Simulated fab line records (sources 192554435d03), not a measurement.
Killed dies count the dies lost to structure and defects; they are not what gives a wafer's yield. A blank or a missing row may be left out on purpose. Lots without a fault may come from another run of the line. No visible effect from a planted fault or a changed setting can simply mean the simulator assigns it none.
fab line records | flow n5_finfet
record lots=7 | wafers=21
route steps=1938 shown MOL_CONTACT_COAG@531 BEOL_M0_SAQP@663 BEOL_M1@754 BEOL_M2@851
start_h: start of the lot's first displayed wafer, in hours after the record's first day | wait_h: how many hours have passed since the lot's step before this one | " the same as in the row above | L1.1+2: one row covering several wafers at once | - either no value or no given start | * or withheld: withheld | < > ~ a bound
route shown NAME@n: a module of which the file shows steps, and the number in the route of the first | usual: the fault-free wafers' mean and standard deviation | same: alike in all rows | chamber/n: place in a boat | sites: each site's reading | _std_site: how widely they spread, as a standard deviation | _edge_site: mean of outer sites minus mean of inner sites | radius_mm: for every site, how far away it sits from the centre of the wafer | mask NAME#n: copy n | behind: the tool/chamber that last shaped the wafer | hold: what put the lot on hold/how long, in hours/how the hold closed | device: transistor that didn't switch, given as n, p or np | end of line: at the end of the route, the tests of the same wafers | where a step has no rows: the recipe by itself | killed: dies lost to structure and defects at the first sort, not the wafer's yield | map: a wafer's dies, x killed, . not, _ none there
set.NAME: the setting as run; set.NAME@STEP: as run at that earlier step | model.NAME: the simulator's own value behind a step, which no gauge read
lots where settings were altered on purpose, with a table for each step and a row for each wafer
## steps
# step N5_MOL_CONTACT_COAG_ETCH_105
# recipe chemistry=CF4 | target=SiARC | target_depth_a=156 | mask_material=CAR-EUV | time_s=26 | ion_energy_ev=80 | pressure_mtorr=40 | source_w=545 | bias_w=36 | Ar_flow_sccm=100 | cf4_flow_sccm=100 | ends=cleared
# usual rf_vpp_V=184.2/1.2
lot.wafer | tool        | chamber | start_h | wait_h | set.bias_w | rf_vpp_V
L076.3    | rie_diel-04 | 3       | 102.10  | 0.0    | 36         | 184.7
L076.4    | "           | 0       | "       | "      | 32.65      | 171.5
L076.5    | "           | 0       | "       | "      | 36         | 183.5
L077.1    | rie_diel-05 | 1       | 103.57  | 0.0    | 36         | 183.9
L077.3    | "           | 2       | "       | "      | 36         | 184.7
L077.4    | "           | 0       | "       | "      | 36         | 183.2
L078.1    | rie_diel-02 | 2       | 111.02  | 0.0    | 31.02      | 167.6
L078.4    | "           | 3       | "       | "      | 36         | 185.5
L078.6    | "           | 1       | "       | "      | 31.02      | 167.5
L079.1    | rie_diel-04 | 3       | 117.57  | 0.0    | 42.39      | 206.6
L079.2    | "           | 0       | "       | "      | 42.39      | 202.8
L079.3    | "           | 1       | "       | "      | 36         | 184.2
L083.3    | rie_diel-04 | 0       | 142.95  | 0.0    | 40.4       | 197.2
L083.5    | "           | 3       | "       | "      | 36         | 185.5
L083.6    | "           | 2       | "       | "      | 36         | 183.1
L085.1    | rie_diel-05 | 1       | 151.58  | 0.0    | 41.28      | 200.8
L085.3    | "           | 0       | "       | "      | 36         | 183.3
L085.4    | "           | 3       | "       | "      | 41.28      | 202.6
L092.2    | rie_diel-02 | 0       | 209.10  | 0.0    | 38.62      | 191.6
L092.4    | "           | 1       | "       | "      | 36         | 184.3
L092.5    | "           | 0       | "       | "      | 36         | 183.0
# step N5_MOL_CONTACT_COAG_ETCH_106
# recipe chemistry=N2/H2 | target=SOC | target_depth_a=800 | overetch_a=160 | mask_material=SiARC | temp_c=40 | time_s=120 | ion_energy_ev=200 | pressure_mtorr=30 | source_w=840 | bias_w=150 | n2_flow_sccm=200 | h2_flow_sccm=200
# usual rf_vpp_V=524.6/2.3
lot.wafer | tool        | chamber | start_h | wait_h | set.source_w | rf_vpp_V
L076.3    | rie_diel-04 | 3       | 102.13  | 0.0    | 840          | 526.1
L076.4    | "           | 0       | "       | "      | 840          | 523.0
L076.5    | "           | 0       | "       | "      | 840          | 524.8
L077.1    | rie_diel-05 | 1       | 103.60  | 0.0    | 840          | 521.6
L077.3    | "           | 2       | "       | "      | 840          | 526.6
L077.4    | "           | 0       | "       | "      | 840          | 522.7
L078.1    | rie_diel-02 | 2       | 111.04  | 0.0    | 840          | 527.8
L078.4    | "           | 3       | "       | "      | 840          | 525.4
L078.6    | "           | 1       | "       | "      | 898.5        | 513.2
L079.1    | rie_diel-04 | 3       | 117.59  | 0.0    | 776          | 540.9
L079.2    | "           | 0       | "       | "      | 776          | 537.7
L079.3    | "           | 1       | "       | "      | 840          | 524.7
L083.3    | rie_diel-04 | 0       | 142.98  | 0.0    | 840          | 521.9
L083.5    | "           | 3       | "       | "      | 840          | 525.8
L083.6    | "           | 2       | "       | "      | 795.3        | 532.7
L085.1    | rie_diel-05 | 1       | 151.60  | 0.0    | 840          | 522.5
L085.3    | "           | 0       | "       | "      | 840          | 523.6
L085.4    | "           | 3       | "       | "      | 952          | 506.4
L092.2    | rie_diel-02 | 0       | 209.13  | 0.0    | 840          | 521.7
L092.4    | "           | 1       | "       | "      | 840          | 525.0
L092.5    | "           | 0       | "       | "      | 840          | 521.4
# step N5_BEOL_M0_SAQP_SPACER1_ALD_98
# recipe material=SiO2 | target_thk_a=128 | temp_c=300 | ald_precursor_family=BDEAS | ald_co_reactant=O2-plasma | pulse_time_s=1 | purge_time_s=2 | co_reactant_purge_time_s=2 | ald_cycles=138 | pressure_torr=2
lot.wafer  | tool       | chamber | start_h | wait_h | set.ald_cycles | model.SiO2_of_BEOL_M0_SAQP_SPACER1_ALD_98.thk_nm
L076.3+4   | ald_sin-03 | 3,0     | 121.41  | 0.1    | 119            | 11
L076.5     | "          | 1       | "       | "      | 138            | 12.8
L077.1+3+4 | ald_sin-01 | 3,0,1   | 124.63  | 0.3    | 138            | 12.8
L078.1+4+6 | ald_sin-03 | 0,2,1   | 131.44  | 0.3    | 138            | 12.8
L079.1+2   | ald_sin-01 | 1,2     | 138.87  | 0.3    | 138            | 12.8
L079.3     | "          | 3       | "       | "      | 154            | 14.2
L083.3+5+6 | ald_sin-01 | 0,2,3   | 161.26  | 0.1    | 138            | 12.8
L085.1     | ald_sin-01 | 1       | 171.72  | 0.3    | 132            | 12.4
L085.3     | "          | 0       | "       | "      | 138            | 12.8
L085.4     | "          | 2       | "       | "      | 138            | 12.6
L092.2+4   | ald_sin-04 | 1,2     | 229.92  | 0.3    | 138            | 12.8
L092.5     | "          | 3       | "       | "      | 152            | 14
# step N5_BEOL_M0_SAQP_SPACER1_ETCHBACK_99
# recipe chemistry=CHF3/O2 | mode=anisotropic_etchback | target=SiO2 | target_depth_a=154 | time_s=7.7 | pressure_mtorr=30 | source_w=650 | bias_w=170 | Ar_flow_sccm=200 | CHF3_flow_sccm=50 | O2_flow_sccm=5 | ion_energy_ev=200
# step N5_BEOL_M0_SAQP_MANDREL1_REMOVE_100
# recipe chemistry=HBr/Cl2/O2 | bt_time_s=10 | target=a-Si | stop_on=SiNx | endpoint=OES-SiCl | over_etch_frac=0.85 | icp_w=600 | bias_w=30 | HBr_flow_sccm=150 | Cl2_flow_sccm=80 | O2_flow_sccm=5 | pressure_mtorr=10
lot.wafer  | tool      | chamber | start_h | wait_h | set.ald_cycles@BEOL_M0_SAQP_SPACER1_ALD_98 | model.BEOL_M0_SAQP.cd_nm
L076.3+4   | rie_si-03 | 3,0     | 121.99  | 0.1    | 119                                        | 11
L076.5     | "         | 0       | "       | "      | 138                                        | 12.8
L077.1+3+4 | rie_si-03 | 0,2,3   | 125.30  | 0.1    | 138                                        | 12.8
L078.1+6   | rie_si-02 | 2,0     | 132.01  | 0.1    | 138                                        | 12.8
L078.4     | "         | 1       | "       | "      | 138                                        | 13
L079.1     | rie_si-05 | 0       | 139.43  | 0.1    | 138                                        | 12.8
L079.2     | "         | 2       | "       | "      | 138                                        | 12.6
L079.3     | "         | 1       | "       | "      | 154                                        | 14.2
L083.3+5+6 | rie_si-03 | 0,2,1   | 162.20  | 0.1    | 138                                        | 12.8
L085.1     | rie_si-02 | 2       | 172.29  | 0.1    | 132                                        | 12.4
L085.3+4   | "         | 0,1     | "       | "      | 138                                        | 12.8
L092.2+4   | rie_si-05 | 1,0     | 230.48  | 0.1    | 138                                        | 12.8
L092.5     | "         | 0       | "       | "      | 152                                        | 14
# step N5_BEOL_M0_SAQP_CD_MEAS_25
# recipe target_cd_nm=13.1 | landing_energy_ev=1000 | detector=se_inlens
# usual cd_nm=12.82/0.22
lot.wafer | tool      | chamber | start_h | wait_h | set.ald_cycles@BEOL_M0_SAQP_SPACER1_ALD_98 | cd_nm
L076.3    | cd_sem-01 | 0       | 122.10  | 0.1    | 119                                        | 11.19
L076.4    | "         | 0       | "       | "      | 119                                        | 10.91
L076.5    | "         | 0       | "       | "      | 138                                        | 13.33
L077.1    | cd_sem-03 | 0       | 125.41  | 0.1    | 138                                        | 12.74
L077.3    | "         | 0       | "       | "      | 138                                        | 12.89
L077.4    | "         | 0       | "       | "      | 138                                        | 12.94
L078.1    | cd_sem-02 | 0       | 132.12  | 0.1    | 138                                        | 12.29
L078.4    | "         | 0       | "       | "      | 138                                        | 13.43
L078.6    | "         | 0       | "       | "      | 138                                        | 12.95
L079.1    | cd_sem-03 | 0       | 139.54  | 0.1    | 138                                        | 12.76
L079.2    | "         | 0       | "       | "      | 138                                        | 12.53
L079.3    | "         | 0       | "       | "      | 154                                        | 14.33
L083.3    | cd_sem-01 | 0       | 162.32  | 0.1    | 138                                        | 12.85
L083.5    | "         | 0       | "       | "      | 138                                        | 12.97
L083.6    | "         | 0       | "       | "      | 138                                        | 13.08
L085.1    | cd_sem-03 | 0       | 172.40  | 0.1    | 132                                        | 12.67
L085.3    | "         | 0       | "       | "      | 138                                        | 13.00
L085.4    | "         | 0       | "       | "      | 138                                        | 12.87
L092.2    | cd_sem-01 | 0       | 230.60  | 0.1    | 138                                        | 12.85
L092.4    | "         | 0       | "       | "      | 138                                        | 12.81
L092.5    | "         | 0       | "       | "      | 152                                        | 14.01
# step N5_BEOL_M1_HM_DEP_02
# recipe material=TiN | target_thk_a=200 | temp_c=25 | chamber_pressure_pa=0.49996
lot.wafer | tool           | chamber | start_h | wait_h | set.target_thk_a | model.TiN_of_BEOL_M1_HM_DEP_02.thk_nm
L076.3+5  | pvd_sputter-02 | -       | 136.91  | 2.6    | 200              | 20.4
L076.4    | "              | -       | "       | "      | 200              | 20.8
L077.1+3  | pvd_sputter-02 | -       | 137.21  | 1.3    | 200              | 20.4
L077.4    | "              | -       | "       | "      | 200              | 20.2
L078.1+6  | pvd_sputter-01 | -       | 141.96  | 1.1    | 212.3            | 21.2
L078.4    | "              | -       | "       | "      | 200              | 20
L079.1    | pvd_sputter-01 | -       | 151.27  | 0.9    | 200              | 20
L079.2+3  | "              | -       | "       | "      | 200              | 20.4
L083.3+6  | pvd_sputter-03 | -       | 172.98  | 3.3    | 200              | 19.8
L083.5    | "              | -       | "       | "      | 173.8            | 17.4
L085.1    | pvd_sputter-01 | -       | 184.62  | 1.9    | 200              | 20
L085.3    | "              | -       | "       | "      | 186              | 18.4
L085.4    | "              | -       | "       | "      | 186              | 18.8
L092.2    | pvd_sputter-03 | -       | 242.93  | 0.9    | 225.8            | 22.4
L092.4    | "              | -       | "       | "      | 200              | 19.6
L092.5    | "              | -       | "       | "      | 225.8            | 22.2
# step N5_BEOL_M1_COAT_05
# recipe resist=CAR-EUV | spin_rpm=1500 | resist_thk_nm=30
lot.wafer  | tool           | chamber | start_h | wait_h | set.spin_rpm | model.CAR-EUV_of_BEOL_M1_COAT_05.thk_nm
L076.3+5   | litho_track-01 | 0       | -       | -      | 1346         | 31.6
L076.4     | "              | 0       | "       | "      | 1500         | 29.8
L077.1+3+4 | litho_track-04 | 0       | -       | -      | 1500         | 30
L078.1     | litho_track-03 | 0       | -       | -      | 1500         | 30
L078.4     | "              | 0       | "       | "      | 1656         | 28.4
L078.6     | "              | 0       | "       | "      | 1656         | 28.6
L079.1+2+3 | litho_track-01 | 0       | -       | -      | 1500         | 30
L083.3+5   | litho_track-04 | 0       | -       | -      | 1593         | 29.2
L083.6     | "              | 0       | "       | "      | 1500         | 30
L085.1+3   | litho_track-01 | 0       | -       | -      | 1500         | 30
L085.4     | "              | 0       | "       | "      | 1574         | 29.4
L092.2+4   | litho_track-03 | 0       | -       | -      | 1421         | 31
L092.5     | "              | 0       | "       | "      | 1500         | 30
# step N5_BEOL_M1_EBR_07
# recipe solvent=PGMEA | ebr_width_mm=1.5
# step N5_BEOL_M1_SOFTBAKE_06
# recipe temp_c=110 | time_s=60 | resist=CAR-EUV
# step N5_BEOL_M1_EXPOSE_08
# recipe mask_id=M1 | na=0.33 | source_shape=dipole | sigma_inner=0.369 | sigma_outer=0.767 | polarization=unpolarized | dose_mj=33
# step N5_BEOL_M1_PEB_09
# recipe peb_temp_c=100 | peb_time_s=60 | resist=CAR-EUV
# step N5_BEOL_M1_DEVELOP_10
# recipe develop_time_s=30 | developer=TMAH | resist=CAR-EUV | rinse_liquid=surfactant_rinse | dry=air_spin | dev_temp_c=23
lot.wafer  | tool           | chamber | start_h | wait_h | set.spin_rpm@BEOL_M1_COAT_05 | model.CAR-EUV_of_BEOL_M1_COAT_05.thk_nm
L076.3     | litho_track-01 | 0       | -       | -      | 1346                         | 31
L076.4     | "              | 0       | "       | "      | 1500                         | 29.4
L076.5     | "              | 0       | "       | "      | 1346                         | 31.2
L077.1+4   | litho_track-04 | 0       | -       | -      | 1500                         | 29.4
L077.3     | "              | 0       | "       | "      | 1500                         | 29.6
L078.1     | litho_track-01 | 0       | -       | -      | 1500                         | 29.6
L078.4+6   | "              | 0       | "       | "      | 1656                         | 28
L079.1+2+3 | litho_track-04 | 0       | -       | -      | 1500                         | 29.6
L083.3     | litho_track-01 | 0       | -       | -      | 1593                         | 28.6
L083.5     | "              | 0       | "       | "      | 1593                         | 28.8
L083.6     | "              | 0       | "       | "      | 1500                         | 29.6
L085.1+3   | litho_track-01 | 0       | -       | -      | 1500                         | 29.6
L085.4     | "              | 0       | "       | "      | 1574                         | 28.8
L092.2     | litho_track-03 | 0       | -       | -      | 1421                         | 30.4
L092.4     | "              | 0       | "       | "      | 1421                         | 30.6
L092.5     | "              | 0       | "       | "      | 1500                         | 29.6
# step N5_BEOL_M1_DESCUM_16
# recipe chemistry=O2 | time_s=7 | source_power_w=50 | bias_power_w=20 | pressure_mtorr=20 | rf_frequency_hz=2.712e+07 | temp_c=40 | resist=CAR-EUV | o2_flow_sccm=225
lot.wafer  | tool        | chamber | start_h | wait_h | set.spin_rpm@BEOL_M1_COAT_05 | model.CAR-EUV_of_BEOL_M1_COAT_05.thk_nm
L076.3+5   | rie_diel-06 | 3,1     | 137.43  | 0.0    | 1346                         | 27.6
L076.4     | "           | 1       | "       | "      | 1500                         | 26
L077.1+3+4 | rie_diel-01 | 1,3,0   | 137.73  | 0.0    | 1500                         | 26
L078.1     | rie_diel-01 | 1       | 142.60  | 0.0    | 1500                         | 26
L078.4+6   | "           | 3,2     | "       | "      | 1656                         | 24.6
L079.1+2+3 | rie_diel-06 | 3,0,2   | 151.88  | 0.1    | 1500                         | 26.2
L083.3     | rie_diel-03 | 0       | 174.11  | 0.5    | 1593                         | 25.2
L083.5     | "           | 0       | "       | "      | 1593                         | 25.4
L083.6     | "           | 1       | "       | "      | 1500                         | 26.2
L085.1     | rie_diel-03 | 2       | 185.13  | 0.0    | 1500                         | 26.2
L085.3     | "           | 3       | "       | "      | 1500                         | 26
L085.4     | "           | 2       | "       | "      | 1574                         | 25.4
L092.2+4   | rie_diel-01 | 1       | 243.44  | 0.0    | 1421                         | 27
L092.5     | "           | 3       | "       | "      | 1500                         | 26.2
# step N5_BEOL_M1_ETCH_74
# recipe chemistry=N2/H2 | target=underlayer | target_depth_a=65 | mask_material=CAR-EUV | time_s=5.2 | ion_energy_ev=200 | pressure_mtorr=30 | source_w=840 | bias_w=150 | n2_flow_sccm=200 | h2_flow_sccm=200 | ends=cleared
# step N5_BEOL_M1_ETCH_63
# recipe chemistry=CF4 | target=SiARC | target_depth_a=156 | mask_material=CAR-EUV | time_s=26 | ion_energy_ev=80 | pressure_mtorr=40 | source_w=545 | bias_w=36 | Ar_flow_sccm=100 | cf4_flow_sccm=100 | ends=cleared
# step N5_BEOL_M1_STRIP_75
# recipe chemistry=N2/H2 | temp_c=40 | n2_flow_sccm=200 | h2_flow_sccm=200 | rf_frequency_hz=6e+07
# step N5_BEOL_M1_STRIP_66
# recipe chemistry=CF4 | resist=SiARC | power_w=300 | bias_power_w=75 | pressure_mtorr=50 | cf4_flow_sccm=150 | rf_frequency_hz=6e+07
# step N5_BEOL_M1_HM_OPEN_17
# recipe chemistry=Cl2/BCl3 | target_depth_a=200 | overetch_a=60 | target=TiN | mask_material=SOC | ion_energy_ev=150 | pressure_mtorr=10 | icp_w=1000 | bias_w=126 | Cl2_flow_sccm=53.25 | bcl3_flow_sccm=21.75 | Ar_flow_sccm=25
lot.wafer | tool         | chamber | start_h | wait_h | set.target_thk_a@BEOL_M1_HM_DEP_02 | model.etch.depth_nm
L076.3    | rie_metal-03 | 1       | 137.71  | 0.1    | 200                                | 20.44
L076.4    | "            | 0       | "       | "      | 200                                | 20.78
L076.5    | "            | 1       | "       | "      | 200                                | 20.36
L077.1    | rie_metal-02 | 1       | 137.98  | 0.0    | 200                                | 20.37
L077.3    | "            | 0       | "       | "      | 200                                | 20.5
L077.4    | "            | 1       | "       | "      | 200                                | 20.11
L078.1    | rie_metal-01 | 1       | 142.85  | 0.0    | 212.3                              | 21.17
L078.4    | "            | 0       | "       | "      | 200                                | 19.95
L078.6    | "            | 1       | "       | "      | 212.3                              | 21.25
L079.1    | rie_metal-03 | 1       | 152.13  | 0.0    | 200                                | 19.98
L079.2    | "            | 0       | "       | "      | 200                                | 20.39
L079.3    | "            | 1       | "       | "      | 200                                | 20.44
L083.3    | rie_metal-03 | 1       | 174.39  | 0.1    | 200                                | 19.81
L083.5    | "            | 0       | "       | "      | 173.8                              | 17.37
L083.6    | "            | 1       | "       | "      | 200                                | 19.85
L085.1    | rie_metal-02 | 0       | 185.37  | 0.0    | 200                                | 20
L085.3    | "            | 0       | "       | "      | 186                                | 18.4
L085.4    | "            | 1       | "       | "      | 186                                | 18.8
L092.2    | rie_metal-01 | 0       | 243.69  | 0.0    | 225.8                              | 22.31
L092.4    | "            | 1       | "       | "      | 200                                | 19.66
L092.5    | "            | 0       | "       | "      | 225.8                              | 22.14
# step N5_BEOL_M1_COAT_22
# recipe resist=CAR-EUV | spin_rpm=1500 | resist_thk_nm=30
lot.wafer  | tool           | chamber | start_h | wait_h | set.spin_rpm | model.CAR-EUV_of_BEOL_M1_COAT_22.thk_nm
L076.3     | litho_track-01 | 0       | -       | -      | 1371         | 31.4
L076.4     | "              | 0       | "       | "      | 1500         | 30
L076.5     | "              | 0       | "       | "      | 1371         | 31.2
L077.1+3   | litho_track-03 | 0       | -       | -      | 1500         | 30.2
L077.4     | "              | 0       | "       | "      | 1500         | 30
L078.1     | litho_track-04 | 0       | -       | -      | 1633         | 28.8
L078.4     | "              | 0       | "       | "      | 1633         | 28.6
L078.6     | "              | 0       | "       | "      | 1500         | 30
L079.1     | litho_track-01 | 0       | -       | -      | 1500         | 30.2
L079.2     | "              | 0       | "       | "      | 1445         | 30.6
L079.3     | "              | 0       | "       | "      | 1500         | 30
L083.3+5+6 | litho_track-04 | 0       | -       | -      | 1500         | 30
L085.1+3+4 | litho_track-04 | 0       | -       | -      | 1500         | 30
L092.2+5   | litho_track-01 | 0       | -       | -      | 1500         | 30
L092.4     | "              | 0       | "       | "      | 1428         | 30.8
# step N5_BEOL_M1_EXPOSE_25
# recipe mask_id=V0 | na=0.33 | source_shape=quasar | sigma_inner=0.2 | sigma_outer=0.8 | polarization=unpolarized | defocus_nm=5 | target_cd_nm=24 | dose_mj=63
lot.wafer  | tool           | chamber | start_h | wait_h | mask | set.dose_mj
L076.3+4   | euv_scanner-01 | 0       | 138.30  | -      | V0#0 | 64.73
L076.5     | "              | 0       | "       | "      | V0#0 | 63
L077.1+3+4 | euv_scanner-02 | 0       | 138.58  | -      | V0#0 | 63
L078.1+4+6 | euv_scanner-01 | 0       | 143.33  | -      | V0#0 | 63
L079.1+2+3 | euv_scanner-01 | 0       | 152.48  | -      | V0#0 | 63
L083.3+6   | euv_scanner-02 | 0       | 174.95  | -      | V0#0 | 63
L083.5     | "              | 0       | "       | "      | V0#0 | 58.28
L085.1+4   | euv_scanner-02 | 0       | 185.85  | -      | V0#0 | 63
L085.3     | "              | 0       | "       | "      | V0#0 | 65.66
L092.2     | euv_scanner-02 | 0       | 244.06  | -      | V0#0 | 66.01
L092.4+5   | "              | 0       | "       | "      | V0#0 | 63
# step N5_BEOL_M1_PEB_26
# recipe peb_temp_c=100 | peb_time_s=60 | resist=CAR-EUV
# step N5_BEOL_M1_DEVELOP_27
# recipe develop_time_s=30 | developer=TMAH | resist=CAR-EUV | rinse_liquid=surfactant_rinse | dry=air_spin | dev_temp_c=23
lot.wafer  | tool           | chamber | start_h | wait_h | set.spin_rpm@BEOL_M1_COAT_22 | model.CAR-EUV_of_BEOL_M1_COAT_22.thk_nm
L076.3+5   | litho_track-01 | 0       | -       | -      | 1371                         | 30.8
L076.4     | "              | 0       | "       | "      | 1500                         | 29.4
L077.1+3+4 | litho_track-04 | 0       | -       | -      | 1500                         | 29.6
L078.1+4   | litho_track-04 | 0       | -       | -      | 1633                         | 28.2
L078.6     | "              | 0       | "       | "      | 1500                         | 29.6
L079.1+3   | litho_track-03 | 0       | -       | -      | 1500                         | 29.6
L079.2     | "              | 0       | "       | "      | 1445                         | 30.2
L083.3+5+6 | litho_track-01 | 0       | -       | -      | 1500                         | 29.6
L085.1+3+4 | litho_track-04 | 0       | -       | -      | 1500                         | 29.6
L092.2+5   | litho_track-01 | 0       | -       | -      | 1500                         | 29.6
L092.4     | "              | 0       | "       | "      | 1428                         | 30.4
# step N5_BEOL_M1_DESCUM_33
# recipe chemistry=O2 | time_s=7 | source_power_w=50 | bias_power_w=20 | pressure_mtorr=20 | rf_frequency_hz=2.712e+07 | temp_c=40 | resist=CAR-EUV | o2_flow_sccm=225
# step N5_BEOL_M1_ETCH_77
# recipe chemistry=N2/H2 | target=underlayer | target_depth_a=65 | mask_material=CAR-EUV | time_s=5.2 | ion_energy_ev=200 | pressure_mtorr=30 | source_w=840 | bias_w=150 | n2_flow_sccm=200 | h2_flow_sccm=200 | ends=cleared
lot.wafer | tool        | chamber | start_h | wait_h | set.spin_rpm@BEOL_M1_COAT_22 | model.CAR-EUV_of_BEOL_M1_COAT_22.thk_nm
L076.3+5  | rie_diel-03 | 3,1     | 138.58  | 0.0    | 1371                         | 21.6
L076.4    | "           | 0       | "       | "      | 1500                         | 20.4
L077.1+4  | rie_diel-06 | 1,0     | 139.00  | 0.0    | 1500                         | 20.4
L077.3    | "           | 2       | "       | "      | 1500                         | 20.6
L078.1+4  | rie_diel-01 | 1,0     | 143.63  | 0.0    | 1633                         | 19
L078.6    | "           | 0       | "       | "      | 1500                         | 20.2
L079.1    | rie_diel-06 | 3       | 152.79  | 0.0    | 1500                         | 20.6
L079.2    | "           | 2       | "       | "      | 1445                         | 21
L079.3    | "           | 1       | "       | "      | 1500                         | 20.4
L083.3+6  | rie_diel-03 | 0       | 175.24  | 0.0    | 1500                         | 20.4
L083.5    | "           | 3       | "       | "      | 1500                         | 20.2
L085.1    | rie_diel-01 | 1       | 186.16  | 0.0    | 1500                         | 20.2
L085.3+4  | "           | 3,0     | "       | "      | 1500                         | 20.4
L092.2+5  | rie_diel-03 | 1,0     | 244.35  | 0.0    | 1500                         | 20.4
L092.4    | "           | 3       | "       | "      | 1428                         | 21
# step N5_BEOL_M1_ETCH_69
# recipe chemistry=CF4 | target=SiARC | target_depth_a=156 | mask_material=CAR-EUV | time_s=26 | ion_energy_ev=80 | pressure_mtorr=40 | source_w=545 | bias_w=36 | Ar_flow_sccm=100 | cf4_flow_sccm=100 | ends=cleared
# step N5_BEOL_M1_ALD_98
# recipe material=SiO2 | target_thk_a=25 | temp_c=100 | ald_precursor_family=BDEAS | ald_co_reactant=O2-plasma | pulse_time_s=1 | co_reactant_pulse_time_s=1 | purge_time_s=2 | co_reactant_purge_time_s=2 | ald_cycles=17 | pressure_torr=2
# step N5_BEOL_M1_STRIP_71
# recipe chemistry=N2/H2 | temp_c=40 | n2_flow_sccm=200 | h2_flow_sccm=200 | rf_frequency_hz=6e+07
# step N5_BEOL_M1_STRIP_78
# recipe chemistry=N2/H2 | temp_c=40 | n2_flow_sccm=200 | h2_flow_sccm=200 | rf_frequency_hz=6e+07
# step N5_BEOL_M1_VIA_ETCH_34
# recipe chemistry=C4F6/O2 | target_depth_a=678 | mask_material=SOC | pressure_mtorr=15 | ion_energy_ev=250 | taper_deg=4 | time_s=64.4 | source_w=350 | bias_w=170 | Ar_flow_sccm=300 | C4F6_flow_sccm=10 | O2_flow_sccm=10
lot.wafer | tool        | chamber | start_h | wait_h | set.dose_mj@BEOL_M1_EXPOSE_25 | model.BEOL_M1.cd_nm
L076.3    | rie_diel-01 | 0       | 141.93  | 0.0    | 64.73                         | 18.4
L076.4    | "           | 1       | "       | "      | 64.73                         | 17.8
L076.5    | "           | 0       | "       | "      | 63                            | 18
L077.1+4  | rie_diel-03 | 0,1     | 145.26  | 0.0    | 63                            | 18.2
L077.3    | "           | 2       | "       | "      | 63                            | 18
L078.1    | rie_diel-03 | 3       | 146.94  | 0.0    | 63                            | 18.2
L078.4+6  | "           | 2,0     | "       | "      | 63                            | 17.8
L079.1    | rie_diel-03 | 0       | 153.98  | 0.0    | 63                            | 18.2
L079.2+3  | "           | 3,2     | "       | "      | 63                            | 18
L083.3+6  | rie_diel-03 | 1       | 180.92  | 0.0    | 63                            | 18
L083.5    | "           | 3       | "       | "      | 58.28                         | 16.6
L085.1    | rie_diel-03 | 1       | 188.04  | 0.0    | 63                            | 18.2
L085.3    | "           | 2       | "       | "      | 65.66                         | 19.2
L085.4    | "           | 1       | "       | "      | 63                            | 18
L092.2    | rie_diel-01 | 1       | 245.38  | 0.0    | 66.01                         | 19.4
L092.4    | "           | 1       | "       | "      | 63                            | 18
L092.5    | "           | 2       | "       | "      | 63                            | 18.4
# step N5_BEOL_M2_EXPOSE_08
# recipe mask_id=M2 | na=0.33 | source_shape=dipole | sigma_inner=0.369 | sigma_outer=0.767 | polarization=unpolarized | dose_mj=41.25
lot.wafer  | tool           | chamber | start_h | wait_h | mask | set.dose_mj
L076.3     | euv_scanner-01 | 0       | 147.37  | -      | M2#0 | 41.25
L076.4+5   | "              | 0       | "       | "      | M2#0 | 42.83
L077.1+3+4 | euv_scanner-02 | 0       | 151.87  | -      | M2#0 | 41.25
L078.1+4   | euv_scanner-01 | 0       | 152.10  | -      | M2#0 | 42.7
L078.6     | "              | 0       | "       | "      | M2#0 | 41.25
L079.1+2+3 | euv_scanner-01 | 0       | 159.17  | -      | M2#0 | 41.25
L083.3+6   | euv_scanner-01 | 0       | 186.98  | -      | M2#0 | 41.25
L083.5     | "              | 0       | "       | "      | M2#0 | 38.8
L085.1+3+4 | euv_scanner-01 | 0       | 195.22  | -      | M2#0 | 41.25
L092.2+4+5 | euv_scanner-02 | 0       | 250.76  | -      | M2#0 | 41.25
## key
split step=N5_MOL_CONTACT_COAG_ETCH_105 | setting=bias_w | stated=36 | by=wafer
response step=N5_MOL_CONTACT_COAG_ETCH_105 | reading=rf_vpp_V | change=+1.2 | per=1% | r=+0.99
split step=N5_MOL_CONTACT_COAG_ETCH_106 | setting=source_w | stated=840 | by=wafer
response step=N5_MOL_CONTACT_COAG_ETCH_106 | reading=rf_vpp_V | change=-1.51 | per=1% | r=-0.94
split step=N5_BEOL_M0_SAQP_SPACER1_ALD_98 | setting=ald_cycles | stated=138 | by=wafer
response step=N5_BEOL_M0_SAQP_SPACER1_ALD_98 | reading=model.SiO2_of_BEOL_M0_SAQP_SPACER1_ALD_98.thk_nm | change=+0.122 | per=1% | r=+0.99
response step=N5_BEOL_M0_SAQP_MANDREL1_REMOVE_100 | reading=model.BEOL_M0_SAQP.cd_nm | change=+0.126 | per=1% | r=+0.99
response step=N5_BEOL_M0_SAQP_CD_MEAS_25 | reading=cd_nm | change=+0.144 | per=1% | r=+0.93
split step=N5_BEOL_M1_HM_DEP_02 | setting=target_thk_a | stated=200 | by=wafer
response step=N5_BEOL_M1_HM_DEP_02 | reading=model.TiN_of_BEOL_M1_HM_DEP_02.thk_nm | change=+0.196 | per=1% | r=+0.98
response step=N5_BEOL_M1_HM_OPEN_17 | reading=model.etch.depth_nm | change=+0.195 | per=1% | r=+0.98
split step=N5_BEOL_M1_COAT_05 | setting=spin_rpm | stated=1500 | by=wafer
response step=N5_BEOL_M1_COAT_05 | reading=model.CAR-EUV_of_BEOL_M1_COAT_05.thk_nm | change=-0.155 | per=1% | r=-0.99
response step=N5_BEOL_M1_DEVELOP_10 | reading=model.CAR-EUV_of_BEOL_M1_COAT_05.thk_nm | change=-0.159 | per=1% | r=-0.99
response step=N5_BEOL_M1_DESCUM_16 | reading=model.CAR-EUV_of_BEOL_M1_COAT_05.thk_nm | change=-0.145 | per=1% | r=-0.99
split step=N5_BEOL_M1_COAT_22 | setting=spin_rpm | stated=1500 | by=wafer
response step=N5_BEOL_M1_COAT_22 | reading=model.CAR-EUV_of_BEOL_M1_COAT_22.thk_nm | change=-0.15 | per=1% | r=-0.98
response step=N5_BEOL_M1_DEVELOP_27 | reading=model.CAR-EUV_of_BEOL_M1_COAT_22.thk_nm | change=-0.161 | per=1% | r=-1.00
response step=N5_BEOL_M1_ETCH_77 | reading=model.CAR-EUV_of_BEOL_M1_COAT_22.thk_nm | change=-0.136 | per=1% | r=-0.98
split step=N5_BEOL_M1_EXPOSE_25 | setting=dose_mj | stated=63 | by=wafer
response step=N5_BEOL_M1_VIA_ETCH_34 | reading=model.BEOL_M1.cd_nm | change=+0.203 | per=1% | r=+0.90
split step=N5_BEOL_M2_EXPOSE_08 | setting=dose_mj | stated=41.25 | by=wafer
response none in this file
